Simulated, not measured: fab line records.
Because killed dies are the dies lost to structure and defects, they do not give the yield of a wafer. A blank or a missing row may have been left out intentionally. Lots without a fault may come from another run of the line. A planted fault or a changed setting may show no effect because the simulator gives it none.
Which tool is to blame?    flow nand-harc    13 lots with 39 wafers sampled at 4 steps, on a route of 1159 steps

== WHAT THE GAUGES READ, wafer by wafer ==
The record holds no reading of a measuring or inspecting step that can be judged against a usual standard deviation.

== WHAT TOOL EACH LOT RAN ON (gives the tool, then ch and the chambers of the sampled wafers, and finally the start) ==
lot   NHARC_P_ZERO_WELL_IMPLANT_27    NHARC_P_ZERO_WELL_DESCUM_54        NHARC_P_GATE_DEP_103            NHARC_P_GATE_DESCUM_61
L339  implanter-02 ch 0, day 1 14:59  rie-diel-02 ch 0,1,3, day 1 18:03  pecvd-03 ch 0,1,2, day 4 05:38  rie-diel-11 ch 0,2,3, day 4 20:23
L341  implanter-02 ch 0, day 2 02:51  rie-diel-10 ch 0,2,3, day 2 06:02  pecvd-02 ch 1,2, day 5 00:55    rie-diel-04 ch 0,1,2, day 5 15:45
L342  implanter-02 ch 0, day 2 08:46  rie-diel-01 ch 0,2,3, day 2 12:10  pecvd-03 ch 0,1,2, day 5 09:24  rie-diel-13 ch 0,1,3, day 6 00:04
L343  implanter-02 ch 0, day 2 15:56  rie-diel-10 ch 1,3, day 2 18:59    pecvd-04 ch 0,1, day 5 15:11    rie-diel-04 ch 0,1, day 6 06:05
L344  implanter-01 ch 0, day 2 21:01  rie-diel-10 ch 2,3, day 3 00:19    pecvd-02 ch 0,1,2, day 5 22:30  rie-diel-11 ch 0,1, day 6 14:22
L345  implanter-01 ch 0, day 3 02:56  rie-diel-02 ch 1,2,3, day 3 06:28  pecvd-04 ch 1,2, day 6 09:21    rie-diel-11 ch 1,2,3, day 6 23:58
L352  implanter-01 ch 0, day 4 21:13  rie-diel-02 ch 1,2, day 5 00:13    pecvd-04 ch 0,1,2, day 8 01:36  rie-diel-13 ch 0,1, day 8 23:23
L355  implanter-02 ch 0, day 5 14:52  rie-diel-02 ch 0,2,3, day 5 17:55  pecvd-03 ch 0,1,2, day 8 13:49  rie-diel-04 ch 1,2, day 9 04:22
L356  implanter-01 ch 0, day 5 20:59  rie-diel-01 ch 0,1,2, day 5 23:59  pecvd-04 ch 0,2, day 8 23:23    rie-diel-04 ch 1,2,3, day 9 14:05
L357  implanter-02 ch 0, day 6 02:48  rie-diel-02 ch 0,1,3, day 6 05:59  pecvd-03 ch 0,1, day 9 05:02    rie-diel-04 ch 0,1, day 9 20:34
L360  implanter-02 ch 0, day 6 20:55  rie-diel-02 ch 0,1, day 7 00:04    pecvd-02 ch 0,2, day 10 00:43   rie-diel-11 ch 1,2, day 10 15:28
L361  implanter-01 ch 0, day 7 02:50  rie-diel-02 ch 0,2,3, day 7 05:51  pecvd-02 ch 1,2, day 10 03:34   rie-diel-04 ch 0,1,3, day 10 18:13
L362  implanter-02 ch 0, day 7 08:58  rie-diel-10 ch 0,2, day 7 11:58    pecvd-02 ch 0,2, day 10 20:06   rie-diel-04 ch 1,2,3, day 11 10:38
- NHARC_P_ZERO_WELL_IMPLANT_27
- NHARC_P_ZERO_WELL_DESCUM_54: chemistry O2, time 3 s.
- NHARC_P_GATE_DEP_103: deposits SiON, target thk 30 nm.
- NHARC_P_GATE_DESCUM_61: chemistry O2, time 3 s.

== AS READ BY THE TOOLS THEMSELVES (means over the sampled wafers that have a number; for cases with no such wafer, the mark the record gives instead) ==
NHARC_P_ZERO_WELL_DESCUM_54. Usual: drypump-motor-current-A 5.9 A, standard deviation 0.43; oes-product-au 1.001 a.u., standard deviation 0.0075; rf-vpp-V 58.0 V, standard deviation 0.88; showerhead-plenum-p-Torr 1.94 Torr, standard deviation 0.079; throttle-valve-pct 11.312 %, standard deviation 0.0079.
lot   tool         drypump-motor-current-A (A)  oes-product-au (a.u.)  rf-vpp-V (V)  showerhead-plenum-p-Torr (Torr)  throttle-valve-pct (%)  flag
L339  rie-diel-02  5.7                          0.995                  59.2          1.94                             11.314                  
L341  rie-diel-10  6.4                          1.001                  57.4          1.91                             11.318                  
L342  rie-diel-01  5.8                          1.015                  57.9          1.96                             11.313                  
L343  rie-diel-10  5.7                          1.001                  57.2          1.90                             11.309                  
L344  rie-diel-10  6.5                          0.999                  57.8          1.86                             11.314                  
L345  rie-diel-02  5.6                          0.996                  58.7          2.00                             11.320                  
L352  rie-diel-02  5.8                          1.002                  59.1          2.06                             11.309                  
L355  rie-diel-02  5.8                          0.995                  57.5          1.94                             11.310                  
L356  rie-diel-01  5.7                          1.005                  58.2          1.90                             11.314                  
L357  rie-diel-02  5.7                          1.003                  58.2          1.94                             11.303                  
L360  rie-diel-02  5.8                          1.008                  58.0          1.94                             11.312                  
L361  rie-diel-02  5.8                          0.998                  58.1          1.94                             11.315                  
L362  rie-diel-10  6.2                          1.007                  57.0          1.96                             11.309                  

NHARC_P_GATE_DEP_103. Usual: heater-power-w 732 W, standard deviation 67; rf-fwd-power-W 348.5 W, standard deviation 1.2.
lot   tool      heater-power-w (W)  rf-fwd-power-W (W)  flag
L339  pecvd-03  714                 349.0               
L341  pecvd-02  810                 348.9               
L342  pecvd-03  711                 350.0               
L343  pecvd-04  732                 349.0               
L344  pecvd-02  790                 346.6               
L345  pecvd-04  704                 348.1               
L352  pecvd-04  659                 348.3               
L355  pecvd-03  690                 348.9               
L356  pecvd-04  732                 349.2               
L357  pecvd-03  690                 347.8               
L360  pecvd-02  761                 348.9               
L361  pecvd-02  782                 348.6               
L362  pecvd-02  775                 348.8               

NHARC_P_GATE_DESCUM_61. Usual: drypump-motor-current-A 5.6 A, standard deviation 0.36; oes-product-au 1.000 a.u., standard deviation 0.0072; rf-vpp-V 57.6 V, standard deviation 0.88; showerhead-plenum-p-Torr 1.88 Torr, standard deviation 0.058; throttle-valve-pct 11.312 %, standard deviation 0.0096.
lot   tool         drypump-motor-current-A (A)  oes-product-au (a.u.)  rf-vpp-V (V)  showerhead-plenum-p-Torr (Torr)  throttle-valve-pct (%)  flag
L339  rie-diel-11  5.7                          1.004                  58.4          1.87                             11.306                  
L341  rie-diel-04  5.7                          1.003                  57.8          1.87                             11.320                  
L342  rie-diel-13  5.8                          0.987                  57.0          1.88                             11.316                  
L343  rie-diel-04  5.6                          0.996                  57.3          1.84                             11.312                  
L344  rie-diel-11  5.6                          1.012                  57.4          1.86                             11.314                  
L345  rie-diel-11  5.7                          0.997                  57.4          1.91                             11.326                  
L352  rie-diel-13  5.3                          1.000                  57.1          1.91                             11.312                  
L355  rie-diel-04  5.8                          1.007                  57.7          1.90                             11.313                  
L356  rie-diel-04  5.5                          1.002                  58.0          1.91                             11.319                  
L357  rie-diel-04  5.7                          1.002                  57.5          1.84                             11.320                  
L360  rie-diel-11  5.8                          1.002                  58.0          1.90                             11.308                  
L361  rie-diel-04  5.5                          1.003                  57.8          1.88                             11.322                  
L362  rie-diel-04  5.5                          1.002                  58.0          1.91                             11.310                  

== THE ANSWER, worked out from the rows above alone ==
Rule: a lot counts as off when the mean over its wafers that have a number is more than 3 standard deviations away from the usual mean. Also off: a lot with no number at a reading for which 4 or more lots have one. Any other lot the step has rows for is counted as sound. The gauges are gone through in route order, then the tools' own readings, and for those a lot's mean is taken as printed above. The first step at which some lot is off is used, and at that step the reading that is off furthest; a lot without a number counts as furthest.
Nothing can be told from this: no lot is off at any reading shown.

== WHAT THE SIMULATOR PUT IN ==
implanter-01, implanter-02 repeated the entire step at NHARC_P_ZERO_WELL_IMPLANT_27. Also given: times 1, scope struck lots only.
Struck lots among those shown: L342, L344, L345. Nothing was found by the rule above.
